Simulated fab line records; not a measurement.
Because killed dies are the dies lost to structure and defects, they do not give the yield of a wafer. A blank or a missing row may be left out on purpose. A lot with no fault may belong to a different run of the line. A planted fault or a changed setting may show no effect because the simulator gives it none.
Comparing a struck lot with a sound one	flow n5-finfet	15 out of 1938 route steps
Sound: these wafers, L487.2, L487.3, L487.5. Struck: wafer L492.5 (L492.2, L492.3, from the same lot, were not struck and are left out); the cause is given at the end.
At each step with rows: each side's tool, then ch and its chambers, then its first start. Under that, the readings that differ: sound wafers	struck wafers	difference of the means	sigmas: that difference in standard deviations of wafers without a fault.
alike: a reading whose means differ by less than 2 such deviations, as well as words and numbers matching on both sides. not compared: withheld readings; readings where some wafer has no value; bounds like >300 that might hide an equal value; numbers whose values overlap and for which the record gives no deviation.
A row with sigmas, a row that says differs or no value, or rows on one side alone: a step with any of these is where the two part. When numbers do not overlap yet have no deviation, they are printed without sigmas and do not part them. Lack of a reading on every wafer of one side parts them only where that side has two or more wafers.

first, 7 steps without rows for these wafers: N5_BEOL_M12_COAT_22 (resist thk 300 nm); N5_BEOL_M12_EBR_24; N5_BEOL_M12_SOFTBAKE_23 (time 60 s); N5_BEOL_M12_EXPOSE_25 (exposes mask M12); N5_BEOL_M12_PEB_26 (peb time 90 s); N5_BEOL_M12_DEVELOP_27 (develop time 45 s); N5_BEOL_M12_HARDBAKE_32 (time 120 s).
N5_BEOL_M12_CD_MEAS_28: the cd target is 160.2 nm.
  sound on cd-sem-01 ch 0, day 10 13:32; struck on cd-sem-03 ch 0, day 11 19:14
  alike: cd-nm
N5_BEOL_M12_OVL_MEAS_29:
  sound on overlay-01 ch 0, day 10 13:34; struck on overlay-02 ch 0, day 11 19:16
  alike: M12_OVL
N5_BEOL_M12_INSPECT_30: inspects for defects (macro).
  sound on defect-inspect-01, day 10 13:35; struck on defect-inspect-02, day 11 19:17
  alike: raw-defect-count
N5_BEOL_M12_DESCUM_33: chemistry O2, time 7.9 s.
  sound on rie-diel-01 ch 1,2, day 10 13:37; struck on rie-diel-01 ch 3, day 11 19:19
reading	sound	struck	difference	sigmas
rf-vpp-V (V)	244.4 245.9 244.1	241.5	-3.3	-3
showerhead-plenum-p-Torr (Torr)	2.17 2.16 2.16	2.02	-0.14	-2
throttle-valve-pct (%)	20.99 20.59 20.58	20.06	-0.66	-2
  alike: drypump-motor-current-A, oes-product-au, rf-fwd-power-W
  not compared: rf-hours-counter-h
N5_BEOL_M12_ETCH_67: etches SiARC in CF4, target depth 143 nm, time 238.3 s.
  sound on rie-diel-01 ch 1,2, day 10 13:39; struck on rie-diel-01 ch 3, day 11 19:21
reading	sound	struck	difference	sigmas
showerhead-plenum-p-Torr (Torr)	2.20 2.22 2.22	2.09	-0.12	-2
throttle-valve-pct (%)	16.05 15.86 15.88	15.32	-0.61	-2
  alike: cf4-flow-sccm, drypump-motor-current-A, etch-rf-on-time-s, oes-product-au, rf-fwd-power-W, rf-vpp-V
  not compared: rf-hours-counter-h
N5_BEOL_M12_ETCH_68: etches SOC in N2/H2, time 285 s.
  sound on rie-diel-01 ch 1,2, day 10 13:48; struck on rie-diel-01 ch 3, day 11 19:30
reading	sound	struck	difference	sigmas
run-length-s (s)	308.1 307.8 307.7	292.3	-15.6	-35
throttle-valve-pct (%)	18.31 18.02 18.00	17.56	-0.55	-2
model.SiARC_of_BEOL_M12_COAT_66.thk-nm (nm)	87.4 86.6 87	87.6	+0.6	
  alike: drypump-motor-current-A, oes-product-au, rf-vpp-V, showerhead-plenum-p-Torr
  not compared: rf-fwd-power-W, rf-hours-counter-h
then, 2 steps without rows for these wafers: N5_BEOL_M12_STRIP_69 (strips in N2/H2); N5_PASSIVATION_PROBE_49.

## WHERE THEY PART
Last at N5_BEOL_M12_ETCH_68 as far as this record goes, first at N5_BEOL_M12_DESCUM_33.

WHY: the cause the simulator had injected
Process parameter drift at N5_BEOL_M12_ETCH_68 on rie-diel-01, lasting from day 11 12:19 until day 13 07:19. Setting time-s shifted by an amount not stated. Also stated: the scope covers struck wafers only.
